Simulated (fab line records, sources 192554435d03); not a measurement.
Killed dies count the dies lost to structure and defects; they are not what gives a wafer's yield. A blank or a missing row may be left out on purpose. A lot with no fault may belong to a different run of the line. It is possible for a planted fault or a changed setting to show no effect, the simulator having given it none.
A struck lot beside a sound one + flow n5-finfet + 15 out of 1938 route steps
Sound: these wafers, L705.2, L705.3, L705.5. Struck: wafer L721.4 (L721.3, L721.6, from the same lot, were not struck and are left out); the cause is given at the end.
Order at every step that has rows: each side's tool, ch and its chambers, its first start. Under that, the readings that differ: sound wafers + struck wafers + difference of the means + sigmas: that difference in standard deviations of wafers without a fault.
alike: readings whose means differ by less than 2 such deviations, and words and numbers that are the same on both sides. not compared: withheld readings, readings that some wafer has no value for, bounds like >300 that may hide the same value, and numbers for which the record gives no deviation and whose values overlap.
A row with sigmas, a row that says differs or no value, or rows on one side alone: a step with any of these is where the two part. Non-overlapping numbers with no deviation appear without sigmas and do not part them. Lack of a reading on every wafer of one side parts them only where that side has two or more wafers.

first, 8 steps without rows for these wafers: N5_BEOL_M15_COAT_58 (time 60 s, resist thk 89 nm); N5_BEOL_M15_COAT_04 (resist thk 800 nm); N5_BEOL_M15_EBR_06; N5_BEOL_M15_SOFTBAKE_05 (time 60 s); N5_BEOL_M15_EXPOSE_07 (exposes mask V14); N5_BEOL_M15_PEB_08 (peb time 90 s); N5_BEOL_M15_DEVELOP_09 (develop time 45 s); N5_BEOL_M15_HARDBAKE_14 (time 120 s).
N5_BEOL_M15_CD_MEAS_10: the cd target is 360 nm.
  sound on cd-sem-01 ch 0, day 11 12:03; struck on cd-sem-02 ch 0, day 15 19:38
  alike: cd-nm
N5_BEOL_M15_OVL_MEAS_11:
  sound on overlay-01 ch 0, day 11 12:05; struck on overlay-01 ch 0, day 15 19:40
  alike: V14_OVL
N5_BEOL_M15_INSPECT_12: inspects for defects (macro).
  struck on defect-inspect-01, day 15 19:42; sound on defect-inspect-01, day 11 12:06
| reading          | sound | struck | difference | sigmas |
|------------------|-------|--------|------------|--------|
| raw-defect-count | 2 5 5 | 1      | -3         | -2     |
N5_BEOL_M15_DESCUM_15: chemistry O2, time 7.9 s.
  sound on rie-diel-04 ch 1,2, day 11 12:08; struck on rie-diel-04 ch 2, day 15 19:44
  alike: drypump-motor-current-A, oes-product-au, rf-vpp-V, showerhead-plenum-p-Torr, temp-c, throttle-valve-pct
  not compared: rf-hours-counter-h
N5_BEOL_M15_ETCH_59: etches BARC in N2/H2, target depth 89 nm, overetch 26.7 nm, time 67.9 s.
  sound on rie-diel-04 ch 1,2, day 11 12:10; struck on rie-diel-04 ch 2, day 15 19:46
| reading                                    | sound           | struck | difference | sigmas |
|--------------------------------------------|-----------------|--------|------------|--------|
| run-length-s (s)                           | 91.7 91.3 91.2  | 103.9  | +12.5      | +39    |
| model.coat_of_BEOL_M15_COAT_04.thk-nm (nm) | 721.2 721 720.6 | 708.2  | -12.7      |        |
  alike: bias-w, drypump-motor-current-A, oes-product-au, rf-vpp-V, showerhead-plenum-p-Torr, throttle-valve-pct
  not compared: rf-hours-counter-h
N5_BEOL_M15_VIA_ETCH_16: etches SiO2 in C4F8/O2/Ar, target depth 1792.2 nm.
  sound on rie-diel-04 ch 1,2, day 11 12:13; struck on rie-diel-04 ch 2, day 15 19:49
| reading                                    | sound           | struck | difference | sigmas |
|--------------------------------------------|-----------------|--------|------------|--------|
| model.coat_of_BEOL_M15_COAT_04.thk-nm (nm) | 340.2 337 334.4 | 322    | -15        |        |
  alike: bias-w, drypump-motor-current-A, oes-product-au, rf-vpp-V, showerhead-plenum-p-Torr, throttle-valve-pct
N5_BEOL_M15_STRIP_63: strips in O2.
  sound: rie-diel-04 ch 1,2; struck: rie-diel-04 ch 2
  alike: drypump-motor-current-A, oes-product-au, rf-vpp-V, showerhead-plenum-p-Torr, temp-c, throttle-valve-pct
  not compared: rf-hours-counter-h

== WHERE THEY PART ==
First at N5_BEOL_M15_INSPECT_12; last, within this record, at N5_BEOL_M15_ETCH_59. Later steps at which nothing parts them and some readings are alike: N5_BEOL_M15_VIA_ETCH_16, N5_BEOL_M15_STRIP_63.

WHY: the cause the simulator had injected
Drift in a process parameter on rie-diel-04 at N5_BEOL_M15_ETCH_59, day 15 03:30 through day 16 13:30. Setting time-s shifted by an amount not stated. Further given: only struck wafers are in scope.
